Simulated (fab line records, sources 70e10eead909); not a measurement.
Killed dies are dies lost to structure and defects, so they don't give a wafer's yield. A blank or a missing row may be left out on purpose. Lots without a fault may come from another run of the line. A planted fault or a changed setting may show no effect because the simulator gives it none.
fab line records | flow nand_harc
record lots=7 wafers=21 last_day=32
route steps=1302 shown A_STAIRCASE@829 END@1302
lots that met no fault: from a run of the same line without faults
start_h: hours from the record's first day to the start of the lot's first wafer shown | wait_h: hours since the lot's step before | " the same as in the row above | L1.1+2: a row that stands for several wafers | - no value, or no start given | * or withheld: withheld | < > ~ a bound
route shown NAME@n: a module of which the file shows steps, and the number in the route of the first | usual: mean/standard deviation of fault-free wafers | same: alike in all rows | chamber/n: place in a boat | sites: the reading at each site | _std_site: their standard deviation | _edge_site: outer sites' mean less inner sites' | radius_mm: how far each site lies from the wafer's centre | mask NAME#n: copy n | behind: the tool/chamber that last shaped the wafer | hold: why the lot was held/for how many hours/how that ended | device: the transistor (n, p or np) that didn't switch | end of line: the same wafers' tests at the end of the route | a step without rows: its recipe alone | killed: dies lost to structure and defects at the first sort, not the wafer's yield | map: a wafer's dies, x killed, . not, _ none there
set.NAME: the setting as run; set.NAME@STEP: as run at that earlier step | model.NAME: the simulator's own value behind a step, which no gauge read
lots at some steps of the route; a table a step, a row a wafer
services: from which hour (start_h, from the record's first day; less than 0 if before it) a tool's chamber was out of use, for how many hours, and why
## steps
# step NHARC_A_STAIRCASE_HARDBAKE_311
# recipe temp_c=120 time_s=140
# step NHARC_A_STAIRCASE_DESCUM_312
# recipe time_s=3 o2_flow_sccm=200 ar_flow_sccm=0 bias_power_w=0 chemistry=O2
# usual drypump_motor_current_A=5.7/0.57 oes_product_au=1.001/0.009 rf_vpp_V=57.7/0.86 showerhead_plenum_p_Torr=1.91/0.1 throttle_valve_pct=11.310/0.0083
# columns lot.wafer tool chamber start_h wait_h drypump_motor_current_A oes_product_au rf_hours_counter_h rf_vpp_V showerhead_plenum_p_Torr throttle_valve_pct
L178.1 rie_diel-13 1 388.55 - 6.2 1.000 12 58.4 1.79 11.315
L178.6 " 3 " " 5.4 1.012 - 58.8 1.99 11.319
L178.5 " 0 " " 6.2 1.005 - 59.1 1.90 11.301
L186.1 rie_diel-13 3 463.49 - 5.4 1.009 35 59.0 1.98 11.318
L186.5 " 3 " " 5.4 0.994 - 58.2 1.98 11.306
L186.6 " 0 " " 6.2 0.995 - 57.7 1.90 11.315
L187.1 rie_diel-12 0 466.84 - 4.8 1.001 2 57.8 1.79 11.306
L187.4 " 1 " " 6.5 0.996 4 58.1 1.88 11.316
L187.5 " 2 " " 5.1 1.005 - 58.5 2.08 11.307
L188.4 rie_diel-12 3 483.09 - 5.7 0.994 12 56.6 1.97 11.308
L188.2 " 0 " " 4.9 1.010 8 57.4 1.78 11.303
L188.5 " 3 " " 5.7 0.999 - 56.4 1.96 11.316
L197.1 rie_diel-12 0 576.14 - 4.9 0.995 40 57.2 1.77 11.325
L197.2 " 1 " " 6.5 1.005 36 57.0 1.87 11.297
L197.6 " 3 " " 5.8 0.994 - 57.2 1.96 11.321
L200.4 rie_diel-13 3 590.34 - 5.4 1.015 18 57.8 1.97 11.310
L200.2 " 0 " " 6.2 0.998 16 57.7 1.89 11.318
L200.5 " 3 " " 5.4 1.004 - 58.6 1.97 11.306
L199.3 rie_diel-13 3 595.14 - 5.4 1.001 19 57.4 1.97 11.305
L199.1 " 0 " " 6.2 0.999 18 58.6 1.88 11.310
L199.2 " 2 " " 5.3 1.010 23 56.2 1.80 11.329
# step NHARC_A_STAIRCASE_ETCH_313
# recipe cf4_flow_sccm=100 chf3_flow_sccm=30 ar_flow_sccm=0 rf_w=500 bias_w=200 chemistry=CF4/CHF3
# step NHARC_A_STAIRCASE_HM_OPEN_463
# recipe o2_flow_sccm=400 cos_flow_sccm=20 ar_flow_sccm=0 rf_w=500 bias_w=300 chemistry=O2/COS
# usual drypump_motor_current_A=5.7/0.56 oes_product_au=1.002/0.0087 rf_fwd_power_W=499.2/1.7 rf_vpp_V=467/3.5 showerhead_plenum_p_Torr=3.11/0.16 throttle_valve_pct=28.331/0.01
# columns lot.wafer tool chamber start_h wait_h drypump_motor_current_A oes_product_au rf_fwd_power_W rf_hours_counter_h rf_vpp_V showerhead_plenum_p_Torr throttle_valve_pct
L178.1 rie_diel-13 1 - - 6.3 1.012 498.0 12 463 2.93 28.324
L178.5 " 1 " " 6.3 1.007 498.4 - 464 2.93 28.340
L178.6 " 2 " " 5.3 1.012 496.9 - 465 2.98 28.335
L186.1 rie_diel-13 1 - - 6.3 1.005 502.7 32 462 2.92 28.339
L186.5 " 2 " " 5.3 1.021 497.3 - 465 2.97 28.339
L186.6 " 3 " " 5.4 0.994 498.9 - 469 3.22 28.325
L187.4 rie_diel-12 3 - - 5.8 1.004 500.3 5 470 3.21 28.331
L187.1 " 1 " " 6.6 1.008 498.9 4 466 3.08 28.343
L187.5 " 2 " " 5.1 1.014 496.8 - 472 3.37 28.320
L188.2 rie_diel-12 0 - - 4.9 1.005 498.7 9 463 2.92 28.338
L188.4 " 1 " " 6.6 1.006 500.7 7 466 3.08 28.311
L188.5 " 0 " " 4.9 1.006 499.2 - 463 2.92 28.335
L197.2 rie_diel-12 3 - - 5.8 1.000 499.3 42 469 3.19 28.335
L197.1 " 1 " " 6.5 1.008 499.6 36 466 3.06 28.336
L197.6 " 0 " " 4.9 0.999 497.7 - 463 2.91 28.331
L200.4 rie_diel-13 1 - - 6.3 1.025 498.1 21 461 2.90 28.336
L200.2 " 2 " " 5.3 0.996 500.0 22 464 2.95 28.338
L200.5 " 1 " " 6.3 1.023 498.2 - 463 2.90 28.337
L199.3 rie_diel-13 0 - - 6.3 0.989 499.2 18 466 3.08 28.322
L199.1 " 1 " " 6.3 1.010 498.4 22 463 2.90 28.325
L199.2 " 3 " " 5.4 1.013 494.5 19 470 3.20 28.321
# step NHARC_A_STAIRCASE_STRIP_464
# recipe o2_flow_sccm=400 cos_flow_sccm=20 ar_flow_sccm=0 bias_w=0 chemistry=O2/COS
# step NHARC_A_STAIRCASE_ETCH_453
# recipe target_depth_a=300 overetch_a=30 time_s=16.5 ion_energy_ev=100 cf4_flow_sccm=80 o2_flow_sccm=20 ar_flow_sccm=0 rf_w=300 bias_w=100 chemistry=CF4/O2
# usual drypump_motor_current_A=5.7/0.58 oes_ar_750_au=1.001/0.0047 oes_f_703_au=1.000/0.0044 oes_o_777_au=0.999/0.005 oes_product_au=1.003/0.0092 rf_fwd_power_W=294.4/1.7 rf_vpp_V=197.6/1.7 showerhead_plenum_p_Torr=1.33/0.072 throttle_valve_pct=13.397/0.0093
# columns lot.wafer tool chamber start_h wait_h drypump_motor_current_A oes_ar_750_au oes_f_703_au oes_o_777_au oes_product_au rf_fwd_power_W rf_hours_counter_h rf_vpp_V showerhead_plenum_p_Torr throttle_valve_pct
L178.1 rie_diel-13 0 - - 6.2 0.998 1.003 0.994 0.997 294.1 13 197.2 1.33 13.403
L178.6 " 1 " " 6.3 1.006 0.999 1.004 1.003 296.3 - 195.4 1.25 13.384
L178.5 " 2 " " 5.3 0.999 1.000 1.002 1.022 291.9 - 196.9 1.27 13.386
L186.1 rie_diel-13 3 - - 5.4 0.993 1.002 0.998 0.998 292.7 35 198.8 1.38 13.391
L186.5 " 2 " " 5.3 1.009 0.997 1.002 1.015 292.5 - 196.2 1.27 13.391
L186.6 " 3 " " 5.4 1.003 0.995 0.995 0.990 292.8 - 200.4 1.38 13.409
L187.1 rie_diel-12 1 - - 6.5 1.001 1.000 0.995 1.004 295.4 4 197.6 1.32 13.389
L187.4 " 2 " " 5.1 0.998 1.014 1.000 1.013 293.5 5 201.0 1.45 13.390
L187.5 " 1 " " 6.5 1.000 1.001 0.996 1.008 294.1 - 197.9 1.32 13.389
L188.4 rie_diel-12 0 - - 4.9 0.999 1.000 1.005 1.004 292.9 9 194.3 1.25 13.404
L188.2 " 3 " " 5.7 1.006 0.993 0.996 0.996 294.2 13 197.8 1.37 13.400
L188.5 " 0 " " 4.9 0.999 1.000 0.996 1.009 293.1 - 195.1 1.25 13.379
L197.1 rie_diel-12 0 - - 4.9 0.995 1.005 1.000 0.988 291.2 41 195.9 1.24 13.403
L197.2 " 3 " " 5.7 1.007 1.001 0.997 0.991 292.4 42 198.3 1.36 13.397
L197.6 " 0 " " 4.9 0.992 1.000 1.003 1.002 292.1 - 197.4 1.24 13.404
L200.4 rie_diel-13 2 - - 5.3 1.003 1.007 1.001 1.004 292.3 22 196.6 1.26 13.391
L200.2 " 0 " " 6.2 0.997 0.996 0.997 1.000 295.1 17 196.5 1.32 13.393
L200.5 " 2 " " 5.3 1.013 1.001 0.996 1.003 292.7 - 195.9 1.26 13.407
L199.2 rie_diel-13 1 - - 6.3 0.994 0.993 0.999 1.016 297.3 22 195.7 1.24 13.381
L199.3 " 2 " " 5.3 1.009 1.004 1.001 1.000 292.2 23 196.2 1.26 13.405
L199.1 " 0 " " 6.2 1.000 1.003 0.998 1.004 295.2 18 196.1 1.32 13.412
# step NHARC_A_STAIRCASE_ETCH_315
# recipe target_depth_a=25000 time_s=607.1 ion_energy_ev=800 c4f8_flow_sccm=80 o2_flow_sccm=60 ar_flow_sccm=withheld rf_w=600 bias_w=3000 chemistry=C4F8/O2/Ar
# step NHARC_A_STAIRCASE_STRIP_316
# recipe o2_flow_sccm=500 ar_flow_sccm=0 bias_w=0 chemistry=O2
# usual drypump_motor_current_A=5.7/0.57 oes_product_au=1.002/0.0092 rf_vpp_V=57.7/0.93 showerhead_plenum_p_Torr=3.51/0.18 throttle_valve_pct=17.036/0.0081
# columns lot.wafer tool chamber start_h wait_h drypump_motor_current_A oes_product_au rf_hours_counter_h rf_vpp_V showerhead_plenum_p_Torr throttle_valve_pct
L178.1 rie_diel-13 0 - - 6.2 1.013 13 57.7 3.51 17.029
L178.6 " 1 " " 6.3 1.011 - 59.3 3.31 17.043
L178.5 " 2 " " 5.3 1.014 - 56.9 3.37 17.019
L186.1 rie_diel-13 3 - - 5.4 1.002 35 57.5 3.64 17.029
L186.5 " 1 " " 6.3 1.011 - 58.5 3.30 17.036
L186.6 " 2 " " 5.2 1.022 - 58.1 3.36 17.037
L187.4 rie_diel-12 3 - - 5.8 0.992 5 57.1 3.62 17.039
L187.1 " 1 " " 6.6 0.989 4 57.9 3.48 17.037
L187.5 " 0 " " 4.9 0.999 - 55.9 3.31 17.039
L188.4 rie_diel-12 2 - - 5.1 1.012 12 60.1 3.80 17.041
L188.2 " 0 " " 4.9 1.006 9 58.3 3.31 17.056
L188.5 " 3 " " 5.7 0.990 - 57.2 3.62 17.050
L197.2 rie_diel-12 1 - - 6.5 1.006 37 56.4 3.46 17.025
L197.1 " 3 " " 5.7 0.991 42 57.8 3.60 17.044
L197.6 " 2 " " 5.1 1.006 - 59.5 3.79 17.034
L200.2 rie_diel-13 3 - - 5.4 1.009 18 58.1 3.62 17.036
L200.4 " 0 " " 6.2 1.002 17 56.3 3.48 17.033
L200.5 " 1 " " 6.3 1.018 - 57.2 3.28 17.026
L199.2 rie_diel-13 3 - - 5.4 1.003 20 56.9 3.62 17.038
L199.1 " 0 " " 6.3 0.998 18 56.8 3.48 17.033
L199.3 " 1 " " 6.3 1.006 23 56.0 3.28 17.028
# step NHARC_A_STAIRCASE_STRIP_317
# recipe time_s=900 temp_c=130 chemistry=SPM
# step NHARC_A_STAIRCASE_PRECLEAN_318
# recipe time_s=* temp_c=50 bath_age_min=0 chemistry=SC1
# step NHARC_A_STAIRCASE_SRD_329
# step NHARC_A_STAIRCASE_ALD_415
# recipe target_thk_a=300 pulse_time_s=6 ald_cycles=300 temp_c=300 material=SiO2
# usual ald_cycles=300/0 heater_power_w=475/53 precursor_pulse_height_rel=0.999/0.02
# columns lot.wafer tool chamber start_h wait_h ald_cycles heater_power_w precursor_pulse_height_rel
L178.1 ald_hk-01 3 390.85 0.5 300 510 0.976
L178.6 " 1 " " 300 555 1.028
L178.5 " 2 " " 300 377 0.969
L186.1 ald_hk-03 2 465.34 0.1 300 503 0.991
L186.5 " 2 467.19 1.9 358 499 0.986
L186.6 " 3 " " 300 456 0.965
L187.4 ald_hk-03 3 469.61 1.0 358 455 0.999
L187.1 " 0 " " 300 444 0.972
L187.5 " 1 " " 358 435 1.027
L188.2 ald_hk-03 2 485.08 0.1 300 518 1.000
L188.4 " 0 " " 358 440 0.977
L188.5 " 2 " " 358 502 1.018
L197.2 ald_hk-04 1 578.85 0.3 300 528 0.973
L197.1 " 3 " " 300 421 1.009
L197.6 " 1 " " 300 527 0.995
L200.4 ald_hk-03 1 592.35 0.1 300 417 1.029
L200.2 " 2 " " 300 526 1.001
L200.5 " 2 " " 300 543 1.002
L199.2 ald_hk-03 1 597.02 0.1 300 436 1.022
L199.1 " 2 " " 300 545 1.000
L199.3 " 3 " " 300 462 1.008
# step NHARC_A_STAIRCASE_ETCHBACK_416
# recipe target_depth_a=360 time_s=7.2 c4f8_flow_sccm=withheld o2_flow_sccm=8 ar_flow_sccm=withheld rf_w=600 bias_w=800 chemistry=C4F8/O2/Ar
# usual oes_product_au=0.94/0.031 rf_fwd_power_W=586.8/2.4 rf_vpp_V=723/5.1
# columns lot.wafer tool chamber start_h wait_h oes_product_au rf_fwd_power_W rf_hours_counter_h rf_vpp_V
L178.1 rie_diel-13 1 - - 0.93 590.3 13 716
L178.5 " 2 " " 0.93 585.0 - 718
L178.6 " 3 " " 0.92 584.4 - 728
L186.1 rie_diel-13 0 468.81 3.0 0.94 583.6 34 723
L186.6 " 3 " " 0.92 586.2 - 726
L186.5 " 0 " " 0.93 587.4 - 723
L187.1 rie_diel-02 2 472.18 1.6 0.93 592.1 24 721
L187.4 " 0 " " 0.91 587.6 22 730
L187.5 " 2 " " 0.93 589.9 - 722
L188.4 rie_diel-12 3 - - 0.92 584.8 13 725
L188.2 " 0 " " 0.92 584.2 9 715
L188.5 " 2 " " 0.94 582.9 - 731
L197.1 rie_diel-02 2 - - 0.99 587.2 0 719
L197.2 " 0 " " 1.00 586.5 0 729
L197.6 " 2 " " 0.99 588.8 - 720
L200.4 rie_diel-02 2 - - 1.00 589.7 9 721
L200.2 " 3 " " 1.01 588.2 8 718
L200.5 " 2 " " 1.00 589.3 - 720
L199.3 rie_diel-02 0 - - 1.00 587.5 7 730
L199.2 " 1 " " 1.00 589.5 8 731
L199.1 " 2 " " 0.99 589.3 10 720
# step NHARC_END_SORT_01
# recipe temp_c=25
# usual killed_at_array=53/18 killed_at_other=1.0/1.2 killed_at_periphery=3.6/2.4 killed_dies=58/18 killed_open=3.4/1.8 killed_short=2.3/1.5
# same gross_dies=677
# columns lot.wafer tool chamber start_h wait_h killed_at_array killed_at_other killed_at_periphery killed_dies killed_open killed_short
L186.1 prober-02 0 643.87 2.5 59 0 4 63 4 2
L186.5 prober-02 0 647.04 3.7 270 1 3 274 4 5
L186.6 prober-02 0 647.84 4.0 52 1 2 55 3 1
L187.4 prober-02 0 653.99 3.4 234 0 10 244 4 3
L187.5 prober-02 0 654.78 3.7 220 0 3 223 2 4
L188.2 prober-01 0 654.73 2.8 85 1 4 90 5 1
L188.4 prober-01 0 656.35 3.4 272 4 3 279 3 2
L188.5 prober-01 0 657.16 3.7 264 5 4 273 4 4
# killed by level:class
L186.1 A_CHANNEL_HOLE_D2:chamber_film_flake=35 A_CHANNEL_HOLE_D1:chamber_film_flake=6 A_DECK1_JOINT:chamber_film_flake=4 A_CONTACT:chamber_film_flake=4 A_WL_FILL:chamber_film_flake=3 P_CONTACT:geometric_particle:open=2 A_ZERO_WELL:chamber_film_flake=2 A_SLIT:chamber_film_flake=2
L186.5 A_STAIRCASE:area_ald=218 A_CHANNEL_HOLE_D2:chamber_film_flake=32 A_CONTACT:chamber_film_flake=3 A_CHANNEL_HOLE_D1:geometric_particle:short=2 P_GATE:chamber_film_flake=2 A_STAIRCASE:chamber_film_flake=2 A_WL_FILL:chamber_film_flake=2 P_BONDPAD:geometric_particle:open=1
L186.6 A_CHANNEL_HOLE_D2:chamber_film_flake=33 A_CHANNEL_HOLE_D1:chamber_film_flake=4 A_SLIT:chamber_film_flake=3 A_STAIRCASE:chamber_film_flake=3 A_CONTACT:chamber_film_flake=3 A_WL_FILL:chamber_film_flake=2 A_CHANNEL_HOLE_D1:geometric_particle:open=1 A_CHANNEL_FILL_D2:geometric_particle:open=1
L187.4 A_STAIRCASE:area_ald=193 A_SLIT:chamber_film_flake=16 A_CHANNEL_HOLE_D2:chamber_film_flake=8 A_CONTACT:chamber_film_flake=5 A_CHANNEL_HOLE_D1:chamber_film_flake=4 P_CONTACT:chamber_film_flake=3 P_M2:chamber_film_flake=3 A_DECK1_JOINT:chamber_film_flake=2
L188.2 A_CHANNEL_HOLE_D1:chamber_film_flake=34 A_SLIT:chamber_film_flake=16 A_CHANNEL_HOLE_D2:chamber_film_flake=13 A_STAIRCASE:chamber_film_flake=5 A_CONTACT:chamber_film_flake=5 A_CHANNEL_FILL_D1:chamber_film_flake=3 P_GATE:geometric_particle:open=2 P_GATE:chamber_film_flake=2
L187.5 A_STAIRCASE:area_ald=186 A_SLIT:chamber_film_flake=16 A_CHANNEL_HOLE_D2:chamber_film_flake=8 A_ONON_D2:geometric_particle:short=2 P_CONTACT:chamber_film_flake=2 A_DECK1_JOINT:chamber_film_flake=2 A_ONON_D1:geometric_particle:short=1 A_WL_FILL:geometric_particle:short=1
L188.4 A_STAIRCASE:area_ald=200 A_CHANNEL_HOLE_D1:chamber_film_flake=28 A_SLIT:chamber_film_flake=19 A_STAIRCASE:chamber_film_flake=6 A_ZERO_WELL:chamber_film_flake=4 A_CHANNEL_FILL_D1:chamber_film_flake=4 A_CHANNEL_HOLE_D2:chamber_film_flake=4 THIN_TSV:chamber_film_flake=4
L188.5 A_STAIRCASE:area_ald=172 A_CHANNEL_HOLE_D1:chamber_film_flake=34 A_SLIT:chamber_film_flake=26 A_CHANNEL_HOLE_D2:chamber_film_flake=9 A_STAIRCASE:chamber_film_flake=5 THIN_TSV:chamber_film_flake=5 A_ZERO_WELL:chamber_film_flake=4 A_CONTACT:chamber_film_flake=3
# map L186.5 (x killed, . not)
____________.____________
_________...x..._________
_______..x..x...xx_______
______x..x..x.....x______
_____...x..xxxx..x.._____
____......x..........____
____........x.x.xxx..____
___..x......x..x.x....___
___x..x.xx.xx..xx.....___
__.x...xx.x.xx....x.x..__
__..xx....xxxxx.x..x...__
_x.......x..x....x......_
_xx..x..x.xx.xxxx..xx..x_
_.....x...xx.xx.x..xx.x._
_.x..x.xxxxxx..x..x.x..x_
_.xxxxx..x.x...x.....xx._
.x...x...xxxxxxx.x.x.....
x...xx.xxx.x.xx..xx....xx
x..x.x.xxxxxxxxx...x..xx.
..x.xxx..xx.xxxxxxx..x...
.xxxx...xxxxxxxx..xx..x..
_x..x.xx...xxxxxx.xx..x._
_xx..xx..xxxxxx.x.....x._
_xxx..x..xx..xxx.x......_
_.x..xxxx..x..x.....xx.._
_....xxx...xx.x.x.x...x._
__...x.xxxxxxx.........__
__..xx...x..x..x.xxx...__
___....x.x.x.xx.x.....___
___...xx.....x.x...x..___
____......x..x.x.x...____
____..x....x..x..x.x.____
_____xxx.xx.x.xxxx.x_____
______.xx.........x______
_______.x.xx......_______
_________...x..x_________
____________.____________
# map L187.4 (x killed, . not)
____________.____________
_________..x...._________
_______.x....xx.x._______
______..x.xx.....x.______
_____x...x.x...x...._____
____xxx...xx..x.x.x..____
____....xxxxx...x...x____
___.......x.x...x.x...___
___......xxx..xx..x..x___
__....xx.....xxxx.....x__
__...x..xx.xxxx..x.....__
_........x...xx.xx..x..._
_xxx.xx.x.x......xx..x.._
_...x..x.x.xxx.x.xx..x.._
_..xx..x.....xxx.x..x..._
_....x...x......xx.x.xxx_
.....xxxx.xx.x.......xxxx
..xx.....xxx.x.......x...
...x..x.x...xxx..........
..xxxxxxxx.....x.x...xx..
.x..x..xx..xxxxx....x..x.
_.x.x.x..x.....x....xxxx_
_....x.xx..x.xxx........_
_.....xxx.x.x.x.xxx....._
_..x...x.x......x......._
_...x..xx.x..xx..x......_
__xx....xxx.x.x.x.x.x.x__
__.x.xx...xxxxx...xx...__
___.....x...xx...xxxxx___
___........xxx.xxx..x.___
____..x.xx..x...xxxxx____
____..x......x...xxxx____
_____..xx........xxx_____
______.x..x.....xxx______
_______.......x.xx_______
_________......._________
____________x____________
## services
# columns tool chamber start_h hours kind
rie_diel-13 2 366.09 6.4 repair
rie_diel-02 0 377.40 2.1 repair
rie_diel-13 0 377.68 - clean
rie_diel-13 1 377.68 - clean
rie_diel-13 2 377.68 - clean
rie_diel-13 3 377.68 - clean
rie_diel-12 2 378.86 2.6 repair
rie_diel-02 - 394.46 9.0 pm
rie_diel-13 0 402.18 - clean
rie_diel-13 1 402.18 - clean
rie_diel-13 2 402.18 - clean
rie_diel-13 3 402.18 - clean
rie_diel-13 - 423.11 5.7 repair
rie_diel-02 0 424.08 12.3 repair
rie_diel-02 3 434.93 28.6 repair
ald_hk-04 - 437.33 10.0 pm
rie_diel-12 - 445.82 9.0 pm
rie_diel-12 1 469.74 9.5 repair
ald_hk-01 - 475.13 10.0 pm
rie_diel-13 0 475.54 6.6 repair
ald_hk-03 - 495.56 1.2 repair
rie_diel-13 3 499.83 6.7 repair
rie_diel-13 - 521.79 9.0 pm
rie_diel-02 2 547.77 7.8 repair
## key
first_sign step=NHARC_A_STAIRCASE_ALD_415 reading=ald_cycles direction=up sigmas=99+ usual=300 struck=358
effect step=NHARC_END_SORT_01 reading=killed_at_array direction=up sigmas=11 usual=53 struck=252
more_kills_born_at NHARC_A_STAIRCASE_ALD_415@ald_hk-03=969
met_at NHARC_A_STAIRCASE_ALD_415
struck_wafers L186.5,L187.4,L187.5,L188.4,L188.5
tester_left_out L186,L187,L188
fault kind=process_parameter_drift tool=ald_hk-03 chamber=- onset_h=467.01 steps=NHARC_A_STAIRCASE_ALD_415 channel=ald_cycles offset=58 shape=step end_h=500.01 scope=struck_wafers_only acts_in=these_recipes_only stated=300
# tester_left_out: of these lots the tester's yield and bins aren't shown, on N5 and GAA mostly nor the transistor test; their killed dies are dies lost to structure and defects alone, not to doping, threshold or leakage, so they don't give the yield
